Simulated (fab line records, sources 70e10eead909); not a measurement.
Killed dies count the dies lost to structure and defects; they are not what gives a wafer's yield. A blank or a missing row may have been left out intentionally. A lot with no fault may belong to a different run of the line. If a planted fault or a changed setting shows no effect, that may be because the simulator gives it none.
Matching of chambers + flow nandHarc + NHARC_A_BONDPAD_STRIP_15 on rieDiel-06: 4 sister chambers
The step strips in O2. 8 wafers are shown with their chamber, then 8 later ones without.

## WAFERS, EACH WITH ITS CHAMBER
| wafer  | chamber | showerheadPlenumPTorr (Torr) | drypumpMotorCurrentA (A) |
|--------|---------|------------------------------|--------------------------|
| L347.1 | 0       | 3.57                         | 5.0                      |
| L347.5 | 2       | 3.78                         | 5.4                      |
| L350.4 | 2       | 3.78                         | 5.4                      |
| L357.3 | 1       | 3.62                         | 5.4                      |
| L354.1 | 3       | 3.58                         | 6.0                      |
| L354.3 | 0       | 3.56                         | 5.0                      |
| L354.6 | 3       | 3.58                         | 6.0                      |
| L358.1 | 1       | 3.62                         | 5.3                      |

## WAFERS WITHOUT THEIR CHAMBER
| wafer  | showerheadPlenumPTorr (Torr) | drypumpMotorCurrentA (A) |
|--------|------------------------------|--------------------------|
| L358.5 | 3.58                         | 6.0                      |
| L358.6 | 3.56                         | 5.0                      |
| L360.1 | 3.56                         | 5.0                      |
| L360.3 | 3.62                         | 5.4                      |
| L360.4 | 3.58                         | 6.0                      |
| L361.2 | 3.56                         | 5.0                      |
| L361.5 | 3.62                         | 5.3                      |
| L361.6 | 3.56                         | 5.0                      |

## WHICH CHAMBER EACH WENT THROUGH
| wafer  | from the rows above | in truth |
|--------|---------------------|----------|
| L358.5 | 3                   | 3        |
| L358.6 | 0                   | 0        |
| L360.1 | 0                   | 0        |
| L360.3 | 1                   | 1        |
| L360.4 | 3                   | 3        |
| L361.2 | 0                   | 0        |
| L361.5 | 1                   | 1        |
| L361.6 | 0                   | 0        |
8 of 8 placed correctly. Not placeable from these rows: 0. Number placed wrongly: 0.
How it was worked out, from the rows above alone: a wafer's distance from a chamber is the root of the sum, over the readings, of the square of ((its reading less the chamber's mean) divided by the reading's scatter). The wafer belongs to the nearest chamber; if the next one is less than 2 further off, it can't be placed. Each chamber's mean is taken over the wafers shown for it. The scatter: the root of (the sum of the squares of (reading less its chamber's mean) over the shown wafers, divided by (wafers less chambers)).
